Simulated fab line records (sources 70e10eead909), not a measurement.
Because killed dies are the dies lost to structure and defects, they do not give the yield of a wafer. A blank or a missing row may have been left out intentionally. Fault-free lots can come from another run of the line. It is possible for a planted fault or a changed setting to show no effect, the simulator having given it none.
fab line records | flow nand_harc
record: lots: 12 | wafers: 36 | last_day: 24
route steps=1159 shown P_ZERO_WELL@17 P_STI@85 P_GATE@185 P_CONTACT@219 END@1159
lots that met no fault: from a run of the same line without faults
start_h: the number of hours between the record's first day and the start of the first shown wafer of the lot | wait_h: hours since the lot's step before | " same as the row above | L1.1+2: a row that stands for several wafers | - either no value or no given start | * or withheld: withheld | < > ~ a bound
route shown NAME@n: NAME is a module with steps in the file, n the number in the route of the first one | usual: mean/standard deviation taken from wafers without a fault | same: alike in all rows | chamber/n: place in a boat | sites: per-site readings | _std_site: the values' standard deviation | _edge_site: outer sites' mean less inner sites' | radius_mm: for every site, how far away it sits from the centre of the wafer | mask NAME#n: copy n | behind: tool/chamber where the wafer was last shaped | hold: cause of the lot's hold/its duration in hours/its outcome | device: whichever transistor did not switch (one of n, p or np) | end of line: the tests these same wafers got at the end of their route | a step without rows: its recipe alone | killed: the dies lost at the first sort to structure and to defects; this is not the yield of the wafer | map: the dies of a wafer, with x for killed, . for not killed, _ for no die there
set.NAME: the setting that was run; set.NAME@STEP: the one run at that earlier step | model.NAME: the simulator's own value behind a step, which no gauge read
route steps across a sampled set of lots; one table per step, one row per wafer
services: the hour from which a tool's chamber was out of use, counted from the record's first day as start_h (under 0 if before that day), plus the number of hours and why
== steps ==
step: NHARC_P_ZERO_WELL_ETCH_65
recipe: target_depth_a: 800 | overetch_a: 240 | time_s: 87.88 | ion_energy_ev: 200 | n2_flow_sccm: 150 | h2_flow_sccm: 150 | ar_flow_sccm: 0 | rf_w: 400 | bias_w: 150 | chemistry: N2/H2
usual: drypump_motor_current_A: 5.5/0.64 | mfc_ar_sccm: 0.009/0.013 | oes_product_au: 0.999/0.0066 | rf_vpp_V: 431.4/1.7 | showerhead_plenum_p_Torr: 2.07/0.057 | throttle_valve_pct: 14.171/0.0087
lot.wafer | tool        | chamber | start_h | wait_h | drypump_motor_current_A | mfc_ar_sccm | oes_product_au | rf_hours_counter_h | rf_vpp_V | showerhead_plenum_p_Torr | throttle_valve_pct
L306.4    | rie_diel-07 | 2       | 19.48   | 0.1    | 5.4                     | 0.009       | 1.001          | 10                 | 430.7    | 2.05                     | 14.179
L306.3    | "           | 0       | "       | "      | 5.5                     | 0.013       | 1.001          | 10                 | 429.8    | 1.99                     | 14.166
L306.5    | "           | 3       | "       | "      | 4.9                     | 0           | 0.994          | -                  | 432.9    | 2.14                     | 14.168
L308.3    | rie_diel-06 | 3       | 31.49   | 0.1    | 6.7                     | 0.000       | 1.006          | 7                  | 432.9    | 2.14                     | 14.165
L308.4    | "           | 0       | "       | "      | 6.3                     | 0.040       | 1.008          | 8                  | 429.7    | 2.03                     | 14.183
L308.1    | "           | 1       | "       | "      | 4.9                     | 0           | 1.004          | 7                  | 429.9    | 2.03                     | 14.176
L311.3    | rie_diel-06 | 2       | 49.50   | 0.1    | 4.7                     | 0.021       | 0.998          | 8                  | 433.0    | 2.12                     | 14.172
L311.4    | "           | 0       | "       | "      | 6.2                     | 0.040       | 1.005          | 9                  | 430.0    | 2.03                     | 14.175
L311.5    | "           | 3       | "       | "      | 6.7                     | 0.000       | 1.001          | -                  | 432.5    | 2.14                     | 14.179
L313.3    | rie_diel-01 | 0       | 61.50   | 0.1    | 5.6                     | 0           | 0.994          | 6                  | 431.5    | 2.09                     | 14.161
L313.2    | "           | 3       | "       | "      | 6.0                     | 0           | 1.003          | 6                  | 432.2    | 2.08                     | 14.173
L313.4    | "           | 3       | "       | "      | 6.0                     | 0           | 0.992          | -                  | 431.1    | 2.08                     | 14.168
L314.2    | rie_diel-07 | 1       | 67.52   | 0.1    | 5.6                     | 0           | 0.997          | 0                  | 432.4    | 2.15                     | 14.169
L314.1    | "           | 3       | "       | "      | 4.9                     | 0           | 0.992          | 0                  | 432.2    | 2.14                     | 14.162
L314.6    | "           | 0       | "       | "      | 5.5                     | 0.013       | 0.997          | -                  | 428.8    | 1.99                     | 14.169
L315.2    | rie_diel-01 | 0       | 73.38   | 0.1    | 5.6                     | 0           | 1.005          | 7                  | 431.3    | 2.08                     | 14.171
L315.4    | "           | 0       | "       | "      | 5.6                     | 0           | 0.997          | -                  | 432.3    | 2.08                     | 14.161
L315.5    | "           | 3       | "       | "      | 6.0                     | 0           | 1.007          | -                  | 433.1    | 2.08                     | 14.172
L317.2    | rie_diel-07 | 2       | 85.49   | 0.1    | 5.4                     | 0.009       | 1.002          | 2                  | 431.6    | 2.04                     | 14.177
L317.5    | "           | 2       | "       | "      | 5.4                     | 0.009       | 1.002          | -                  | 430.4    | 2.04                     | 14.200
L317.6    | "           | 3       | "       | "      | 4.9                     | 0           | 1.006          | -                  | 433.4    | 2.14                     | 14.177
L321.4    | rie_diel-07 | 2       | 109.49  | 0.1    | 5.4                     | 0.009       | 0.996          | 4                  | 430.0    | 2.04                     | 14.160
L321.2    | "           | 3       | "       | "      | 4.9                     | 0           | 0.995          | 4                  | 433.1    | 2.14                     | 14.162
L321.5    | "           | 1       | "       | "      | 5.6                     | 0           | 1.002          | -                  | 433.6    | 2.15                     | 14.170
L322.2    | rie_diel-07 | 3       | 115.50  | 0.1    | 4.9                     | 0           | 0.998          | 4                  | 432.3    | 2.14                     | 14.168
L322.3    | "           | 0       | "       | "      | 5.5                     | 0.013       | 1.003          | 3                  | 428.0    | 1.99                     | 14.168
L322.5    | "           | 0       | "       | "      | 5.5                     | 0.013       | 1.010          | -                  | 428.5    | 1.99                     | 14.176
L324.1    | rie_diel-07 | 2       | 127.37  | 0.1    | 5.3                     | 0.009       | 0.994          | 5                  | 430.6    | 2.04                     | 14.166
L324.2    | "           | 0       | "       | "      | 5.5                     | 0.013       | 0.994          | 5                  | 428.8    | 1.99                     | 14.176
L324.6    | "           | 1       | "       | "      | 5.6                     | 0           | 0.993          | -                  | 435.0    | 2.15                     | 14.154
L327.4    | rie_diel-06 | 2       | 145.36  | 0.1    | 4.7                     | 0.021       | 0.994          | 5                  | 432.8    | 2.12                     | 14.182
L327.2    | "           | 3       | "       | "      | 6.7                     | 0.000       | 1.010          | 5                  | 434.5    | 2.14                     | 14.165
L327.3    | "           | 1       | "       | "      | 4.8                     | 0           | 0.996          | 4                  | 430.0    | 2.02                     | 14.184
L328.2    | rie_diel-01 | 1       | 151.35  | 0.1    | 5.4                     | 0           | 1.000          | 0                  | 429.5    | 1.98                     | 14.176
L328.4    | "           | 3       | "       | "      | 6.0                     | 0           | 0.996          | 0                  | 429.3    | 2.08                     | 14.182
L328.1    | "           | 0       | "       | "      | 5.6                     | 0           | 0.999          | 0                  | 430.8    | 2.08                     | 14.180
step: NHARC_P_ZERO_WELL_INSPECT_43
usual: raw_defect_count: 13/5.9
lot.wafer | tool              | chamber | start_h | wait_h | raw_defect_count
L306.3    | defect_inspect-02 | -       | 25.45   | 0.4    | 14
L306.4    | "                 | -       | "       | "      | 23
L306.5    | "                 | -       | "       | "      | 11
L308.1    | defect_inspect-02 | -       | 37.57   | 0.6    | 15
L308.3    | "                 | -       | "       | "      | 15
L308.4    | "                 | -       | "       | "      | 15
L311.3    | defect_inspect-01 | -       | 55.74   | 0.4    | 11
L311.4    | "                 | -       | "       | "      | 14
L311.5    | "                 | -       | "       | "      | 8
L313.2    | defect_inspect-01 | -       | 67.82   | 0.5    | 14
L313.3    | "                 | -       | "       | "      | 20
L313.4    | "                 | -       | "       | "      | 17
L314.1    | defect_inspect-02 | -       | 73.52   | 0.6    | 21
L314.2    | "                 | -       | "       | "      | 16
L314.6    | "                 | -       | "       | "      | 17
L315.2    | defect_inspect-02 | -       | 79.50   | 0.5    | 18
L315.4    | "                 | -       | "       | "      | 18
L315.5    | "                 | -       | "       | "      | 21
L317.2    | defect_inspect-02 | -       | 91.48   | 0.5    | 30
L317.5    | "                 | -       | "       | "      | 14
L317.6    | "                 | -       | "       | "      | 5
L321.2    | defect_inspect-01 | -       | 115.34  | 0.5    | 927
L321.4    | "                 | -       | "       | "      | 938
L321.5    | "                 | -       | "       | "      | 919
L322.2    | defect_inspect-02 | -       | 121.34  | 0.5    | 875
L322.3    | "                 | -       | "       | "      | 930
L322.5    | "                 | -       | "       | "      | 923
L324.1    | defect_inspect-01 | -       | 133.36  | 0.6    | 915
L324.2    | "                 | -       | "       | "      | 920
L324.6    | "                 | -       | "       | "      | 867
L327.2    | defect_inspect-02 | -       | 151.37  | 0.5    | 18
L327.3    | "                 | -       | "       | "      | 7
L327.4    | "                 | -       | "       | "      | 18
L328.1    | defect_inspect-02 | -       | 157.38  | 0.6    | 7
L328.2    | "                 | -       | "       | "      | 10
L328.4    | "                 | -       | "       | "      | 3
step: NHARC_P_STI_INSPECT_11
usual: raw_defect_count: 5.6/3
lot.wafer | tool              | chamber | start_h | wait_h | raw_defect_count
L306.3    | defect_inspect-01 | -       | 40.89   | 0.0    | 6
L306.4    | "                 | -       | "       | "      | 5
L306.5    | "                 | -       | "       | "      | 3
L308.1    | defect_inspect-01 | -       | 51.04   | 0.0    | 4
L308.3    | "                 | -       | "       | "      | 5
L308.4    | "                 | -       | "       | "      | 8
L311.3    | defect_inspect-02 | -       | 71.40   | 0.0    | 13
L311.4    | "                 | -       | "       | "      | 5
L311.5    | "                 | -       | "       | "      | 10
L313.2    | defect_inspect-02 | -       | 85.13   | 0.0    | 5
L313.3    | "                 | -       | "       | "      | 5
L313.4    | "                 | -       | "       | "      | 9
L314.1    | defect_inspect-01 | -       | 90.57   | 0.0    | 11
L314.2    | "                 | -       | "       | "      | 11
L314.6    | "                 | -       | "       | "      | 8
L315.2    | defect_inspect-01 | -       | 97.95   | 0.0    | 5
L315.4    | "                 | -       | "       | "      | 8
L315.5    | "                 | -       | "       | "      | 8
L317.2    | defect_inspect-01 | -       | 104.63  | 0.0    | 4
L317.5    | "                 | -       | "       | "      | 6
L317.6    | "                 | -       | "       | "      | 5
L322.2    | defect_inspect-02 | -       | 134.68  | 0.0    | 887
L322.3    | "                 | -       | "       | "      | 913
L322.5    | "                 | -       | "       | "      | 902
L321.2    | defect_inspect-02 | -       | 134.84  | 0.0    | 915
L321.4    | "                 | -       | "       | "      | 926
L321.5    | "                 | -       | "       | "      | 903
L324.1    | defect_inspect-01 | -       | 145.75  | 0.0    | 911
L324.2    | "                 | -       | "       | "      | 911
L324.6    | "                 | -       | "       | "      | 862
L327.2    | defect_inspect-01 | -       | 168.01  | 0.0    | 10
L327.3    | "                 | -       | "       | "      | 5
L327.4    | "                 | -       | "       | "      | 11
L328.1    | defect_inspect-01 | -       | 172.86  | 0.0    | 7
L328.2    | "                 | -       | "       | "      | 8
L328.4    | "                 | -       | "       | "      | 7
step: NHARC_P_GATE_CD_MEAS_59
recipe: target_cd_nm: 720 | landing_energy_ev: 500
usual: cd_nm: 719.5/1.2
lot.wafer | tool      | chamber | start_h | wait_h | cd_nm
L306.3    | cd_sem-03 | 0       | 99.51   | -      | 718.0
L306.4    | "         | 0       | "       | "      | 717.4
L306.5    | "         | 0       | "       | "      | 718.0
L308.1    | cd_sem-01 | 0       | 114.33  | -      | 720.8
L308.3    | "         | 0       | "       | "      | 719.9
L308.4    | "         | 0       | "       | "      | 719.1
L311.3    | cd_sem-03 | 0       | 136.40  | -      | 719.4
L311.4    | "         | 0       | "       | "      | 719.4
L311.5    | "         | 0       | "       | "      | 719.5
L313.2    | cd_sem-01 | 0       | 154.48  | -      | 719.3
L313.3    | "         | 0       | "       | "      | 718.7
L313.4    | "         | 0       | "       | "      | 719.6
L314.1    | cd_sem-03 | 0       | 154.76  | -      | 720.5
L314.2    | "         | 0       | "       | "      | 720.7
L314.6    | "         | 0       | "       | "      | 720.5
L315.2    | cd_sem-01 | 0       | 167.61  | -      | 722.0
L315.4    | "         | 0       | "       | "      | 720.5
L315.5    | "         | 0       | "       | "      | 720.3
L317.2    | cd_sem-01 | 0       | 184.97  | -      | 720.6
L317.5    | "         | 0       | "       | "      | 721.5
L317.6    | "         | 0       | "       | "      | 721.7
L321.2    | cd_sem-01 | 0       | 202.81  | -      | 721.0
L321.4    | "         | 0       | "       | "      | 718.4
L321.5    | "         | 0       | "       | "      | 719.2
L322.2    | cd_sem-03 | 0       | 204.41  | -      | 720.0
L322.3    | "         | 0       | "       | "      | 719.9
L322.5    | "         | 0       | "       | "      | 719.6
L324.1    | cd_sem-02 | 0       | 213.16  | -      | 718.8
L324.2    | "         | 0       | "       | "      | 718.6
L324.6    | "         | 0       | "       | "      | 717.7
L327.2    | cd_sem-02 | 0       | 231.77  | -      | 720.3
L327.3    | "         | 0       | "       | "      | 719.4
L327.4    | "         | 0       | "       | "      | 719.8
L328.1    | cd_sem-03 | 0       | 239.94  | -      | 719.4
L328.2    | "         | 0       | "       | "      | 719.3
L328.4    | "         | 0       | "       | "      | 719.5
step: NHARC_P_CONTACT_CMP_01
recipe: target_thk_nm: 200 | material: SiO2
usual: motor_current_A: 12.5/1.4 | slurry_filter_dp_kPa: 13.50/0.14
lot.wafer | tool   | chamber | start_h | wait_h | motor_current_A | slurry_filter_dp_kPa
L306.4    | cmp-02 | 1       | 107.07  | -      | 13.6            | 13.50
L306.3    | "      | 2       | "       | "      | 12.9            | 13.30
L306.5    | "      | 3       | "       | "      | 10.3            | 13.55
L308.4    | cmp-01 | 0       | 119.90  | -      | 12.4            | 13.73
L308.1    | "      | 1       | "       | "      | 12.6            | 13.52
L308.3    | "      | 3       | "       | "      | 12.5            | 13.46
L311.3    | cmp-02 | 2       | 142.00  | -      | 13.3            | 13.44
L311.4    | "      | 0       | "       | "      | 12.7            | 13.50
L311.5    | "      | 1       | "       | "      | 14.0            | 13.59
L313.2    | cmp-01 | 2       | 160.59  | -      | 10.7            | 13.65
L313.3    | "      | 3       | "       | "      | 13.2            | 13.52
L313.4    | "      | 1       | "       | "      | 12.7            | 13.70
L314.1    | cmp-02 | 3       | 163.51  | -      | 11.1            | 13.84
L314.2    | "      | 0       | "       | "      | 13.3            | 13.42
L314.6    | "      | 0       | "       | "      | 12.7            | 13.65
L315.4    | cmp-03 | 1       | 173.20  | -      | 12.9            | 13.53
L315.2    | "      | 2       | "       | "      | 11.4            | 13.55
L315.5    | "      | 1       | "       | "      | 12.1            | 13.51
L317.2    | cmp-03 | 0       | 190.68  | -      | 11.6            | 13.65
L317.6    | "      | 2       | "       | "      | 11.5            | 13.62
L317.5    | "      | 3       | "       | "      | 15.0            | 13.39
L321.4    | cmp-03 | 1       | 208.49  | -      | 12.5            | 13.62
L321.2    | "      | 2       | "       | "      | 10.7            | 13.34
L321.5    | "      | 0       | "       | "      | 11.8            | 13.56
L322.3    | cmp-01 | 3       | 210.27  | -      | 12.9            | 13.37
L322.2    | "      | 1       | "       | "      | 12.1            | 13.60
L322.5    | "      | 3       | "       | "      | 13.3            | 13.45
L324.2    | cmp-03 | 3       | 219.26  | 0.5    | 14.8            | 13.34
L324.1    | "      | 1       | "       | "      | 12.4            | 13.44
L324.6    | "      | 3       | "       | "      | 15.5            | 13.57
L327.3    | cmp-02 | 2       | 237.53  | -      | 13.6            | 13.43
L327.2    | "      | 0       | "       | "      | 12.9            | 13.49
L327.4    | "      | 1       | "       | "      | 14.1            | 13.61
L328.4    | cmp-03 | 0       | 245.60  | -      | 11.5            | 13.44
L328.2    | "      | 1       | "       | "      | 12.8            | 13.66
L328.1    | "      | 2       | "       | "      | 11.0            | 13.37
step: NHARC_P_CONTACT_CD_MEAS_12
recipe: target_cd_nm: 90 | landing_energy_ev: 500
usual: cd_nm: 90.0/0.63
lot.wafer | tool      | chamber | start_h | wait_h | cd_nm
L306.3    | cd_sem-01 | 0       | 107.86  | -      | 89.2
L306.4    | "         | 0       | "       | "      | 88.9
L306.5    | "         | 0       | "       | "      | 89.7
L308.1    | cd_sem-02 | 0       | 120.74  | -      | 90.1
L308.3    | "         | 0       | "       | "      | 90.8
L308.4    | "         | 0       | "       | "      | 90.9
L311.3    | cd_sem-03 | 0       | 142.68  | -      | 89.3
L311.4    | "         | 0       | "       | "      | 89.9
L311.5    | "         | 0       | "       | "      | 89.5
L313.2    | cd_sem-01 | 0       | 161.43  | -      | 90.5
L313.3    | "         | 0       | "       | "      | 90.6
L313.4    | "         | 0       | "       | "      | 90.6
L314.1    | cd_sem-03 | 0       | 164.21  | -      | 91.0
L314.2    | "         | 0       | "       | "      | 90.3
L314.6    | "         | 0       | "       | "      | 90.5
L315.2    | cd_sem-02 | 0       | 174.00  | -      | 90.6
L315.4    | "         | 0       | "       | "      | 90.7
L315.5    | "         | 0       | "       | "      | 90.3
L317.2    | cd_sem-01 | 0       | 191.46  | -      | 90.1
L317.5    | "         | 0       | "       | "      | 89.5
L317.6    | "         | 0       | "       | "      | 90.0
L321.2    | cd_sem-01 | 0       | 209.14  | -      | 89.5
L321.4    | "         | 0       | "       | "      | 89.8
L321.5    | "         | 0       | "       | "      | 90.2
L322.2    | cd_sem-03 | 0       | 211.09  | -      | 89.7
L322.3    | "         | 0       | "       | "      | 90.1
L322.5    | "         | 0       | "       | "      | 90.3
L324.1    | cd_sem-03 | 0       | 220.09  | -      | 90.6
L324.2    | "         | 0       | "       | "      | 91.2
L324.6    | "         | 0       | "       | "      | 90.3
L327.2    | cd_sem-01 | 0       | 238.24  | -      | 90.9
L327.3    | "         | 0       | "       | "      | 90.5
L327.4    | "         | 0       | "       | "      | 91.4
L328.1    | cd_sem-03 | 0       | 246.40  | -      | 89.9
L328.2    | "         | 0       | "       | "      | 90.0
L328.4    | "         | 0       | "       | "      | 89.9
step: NHARC_END_SORT_01
recipe: temp_c: 25
usual: killed_at_array: 29/11 | killed_at_other: 0.6/0.89 | killed_at_periphery: 3.8/2.8 | killed_dies: 33/12 | killed_open: 3.5/1.9 | killed_short: 1.9/1.3
same: gross_dies: 677
lot.wafer | tool      | chamber | start_h | wait_h | killed_at_array | killed_at_other | killed_at_periphery | killed_dies | killed_open | killed_short
L324.1    | prober-01 | 0       | 547.19  | 2.5    | 42              | 1               | 99                  | 142         | 5           | 1
L324.2    | prober-01 | 0       | 547.98  | 2.8    | 43              | 0               | 98                  | 141         | 3           | 3
L324.6    | prober-01 | 0       | 551.15  | 4.0    | 29              | 2               | 78                  | 109         | 4           | 1
L321.2    | prober-02 | 0       | 547.99  | 2.8    | 27              | 1               | 92                  | 120         | 7           | 2
L321.4    | prober-02 | 0       | 549.57  | 3.4    | 22              | 1               | 105                 | 128         | 6           | 2
L321.5    | prober-02 | 0       | 550.37  | 3.7    | 25              | 0               | 96                  | 121         | 2           | 1
L322.2    | prober-01 | 0       | 555.77  | 2.8    | 12              | 0               | 98                  | 110         | 2           | 1
L322.3    | prober-01 | 0       | 556.58  | 3.1    | 14              | 0               | 108                 | 122         | 4           | 1
L322.5    | prober-01 | 0       | 558.18  | 3.7    | 21              | 0               | 100                 | 121         | 4           | 2
killed by level:class
L324.1 P_ZERO_WELL:unspecified=93 A_CHANNEL_HOLE_D1:chamber_film_flake=19 A_SLIT:chamber_film_flake=17 P_GATE:chamber_film_flake=4 A_CONTACT:geometric_particle:open=2 P_M0:geometric_particle:open=1 A_ONON_D1:geometric_particle:open=1 A_CHANNEL_FILL_D1:geometric_particle:open=1
L324.2 P_ZERO_WELL:unspecified=96 A_SLIT:chamber_film_flake=18 A_CHANNEL_HOLE_D1:chamber_film_flake=17 P_GATE:geometric_particle:open=1 A_CHANNEL_FILL_D1:geometric_particle:short=1 A_WL_FILL:geometric_particle:short=1 A_CONTACT:geometric_particle:open=1 A_BLC:geometric_particle:short=1
L321.2 P_ZERO_WELL:unspecified=89 A_CHANNEL_HOLE_D1:chamber_film_flake=16 A_CONTACT:chamber_film_flake=4 P_M1:geometric_particle:open=1 A_ONON_D1:geometric_particle:short=1 A_CHANNEL_HOLE_D1:geometric_particle:open=1 A_SGD_CUT:geometric_particle:short=1 A_WL_FILL:geometric_particle:open=1
L321.4 P_ZERO_WELL:unspecified=100 A_CHANNEL_HOLE_D1:chamber_film_flake=11 A_CONTACT:chamber_film_flake=5 P_M1:chamber_film_flake=3 A_CONTACT:geometric_particle:open=2 P_GATE:geometric_particle:open=1 A_SOURCE_PLATE:geometric_particle:open=1 A_CHANNEL_FILL_D1:geometric_particle:short=1
L321.5 P_ZERO_WELL:unspecified=92 A_CHANNEL_HOLE_D1:chamber_film_flake=17 A_STAIRCASE:chamber_film_flake=3 A_CONTACT:chamber_film_flake=3 P_STI:chamber_film_flake=2 P_M0:geometric_particle:open=1 A_CHANNEL_HOLE_D1:geometric_particle:open=1 A_WL_FILL:geometric_particle:short=1
L324.6 P_ZERO_WELL:unspecified=75 A_SLIT:chamber_film_flake=12 A_CHANNEL_HOLE_D1:chamber_film_flake=9 P_GATE:chamber_film_flake=3 A_BLC:chamber_film_flake=3 A_CONTACT:geometric_particle:open=2 THIN_TSV:chamber_film_flake=2 A_ONON_D1:geometric_particle:open=1
L322.2 P_ZERO_WELL:unspecified=97 A_CONTACT:chamber_film_flake=4 A_STAIRCASE:chamber_film_flake=2 A_WL_FILL:chamber_film_flake=2 P_CONTACT:geometric_particle:open=1 A_SGD_CUT:geometric_particle:short=1 A_M1:geometric_particle:open=1 A_CHANNEL_HOLE_D1:chamber_film_flake=1
L322.3 P_ZERO_WELL:unspecified=104 A_CHANNEL_HOLE_D1:chamber_film_flake=8 P_M0:geometric_particle:open=2 A_CONTACT:chamber_film_flake=2 P_M0:geometric_particle:short=1 A_ONON_D1:geometric_particle:open=1 A_CONTACT:geometric_particle:open=1 P_STI:chamber_film_flake=1
L322.5 P_ZERO_WELL:unspecified=99 A_CHANNEL_HOLE_D1:chamber_film_flake=8 A_STAIRCASE:chamber_film_flake=2 A_WL_FILL:chamber_film_flake=2 A_ONON_D1:geometric_particle:open=1 A_ONON_D1:geometric_particle:short=1 A_SGD_CUT:geometric_particle:open=1 A_WL_FILL:geometric_particle:short=1
== services ==
tool        | chamber | start_h | hours | kind
rie_diel-01 | -       | 11.58   | 2.0   | repair
cmp-02      | -       | 16.42   | 2.3   | repair
cmp-02      | -       | 30.50   | 4.0   | pm
cmp-01      | -       | 39.29   | 1.4   | repair
cmp-01      | -       | 50.06   | 0.9   | repair
rie_diel-07 | -       | 51.23   | 9.0   | pm
cmp-03      | -       | 59.98   | 0.9   | repair
cmp-03      | -       | 60.89   | 4.0   | pm
rie_diel-01 | 2       | 61.32   | 12.1  | repair
rie_diel-06 | -       | 64.47   | 9.0   | pm
cmp-02      | -       | 67.51   | 2.7   | repair
cmp-01      | -       | 78.76   | 0.6   | repair
cmp-03      | -       | 96.85   | 0.9   | repair
rie_diel-07 | 1       | 114.16  | 2.4   | repair
rie_diel-07 | -       | 128.03  | 0.5   | repair
cmp-02      | -       | 128.62  | 4.0   | pm
cmp-03      | -       | 144.78  | 0.5   | repair
cmp-03      | -       | 158.89  | 4.0   | pm
cmp-03      | -       | 168.37  | 3.5   | repair
rie_diel-07 | 3       | 195.03  | 1.2   | repair
cmp-02      | -       | 201.78  | 12.6  | repair
cmp-02      | -       | 226.62  | 4.0   | pm
cmp-03      | -       | 227.37  | 2.7   | repair
rie_diel-07 | -       | 228.46  | 9.0   | pm
== key ==
first_sign: step: NHARC_P_ZERO_WELL_INSPECT_43 | reading: raw_defect_count | direction: up | sigmas: 99+ | usual: 13 | struck: 913
effect: step: NHARC_P_STI_INSPECT_11 | reading: raw_defect_count | direction: up | sigmas: 99+ | usual: 5.6 | struck: 903.3
effect: step: NHARC_END_SORT_01 | reading: killed_at_periphery | direction: up | sigmas: 34 | usual: 3.8 | struck: 97.1
more_kills_born_at: NHARC_P_ZERO_WELL_ETCH_65@rie_diel-07: 845
met_at NHARC_P_ZERO_WELL_ETCH_65
struck_lots L321,L322,L324
tester_left_out L321,L322,L324
not_acting_at NHARC_P_GATE_CD_MEAS_59,NHARC_P_CONTACT_CMP_01,NHARC_P_CONTACT_CD_MEAS_12
onset_between 85.49 109.49
fault: kind: chamber_particle_source | tool: rie_diel-07 | chamber: - | onset_h: 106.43 | steps: NHARC_P_ZERO_WELL_ETCH_65 | rate_per_visit_cm2: 1.4171 | end_h: 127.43
tester_left_out: of these lots the tester's yield and bins aren't shown, on N5 and GAA mostly nor the transistor test; their killed dies are dies lost to structure and defects alone, not to doping, threshold or leakage, so they don't give the yield
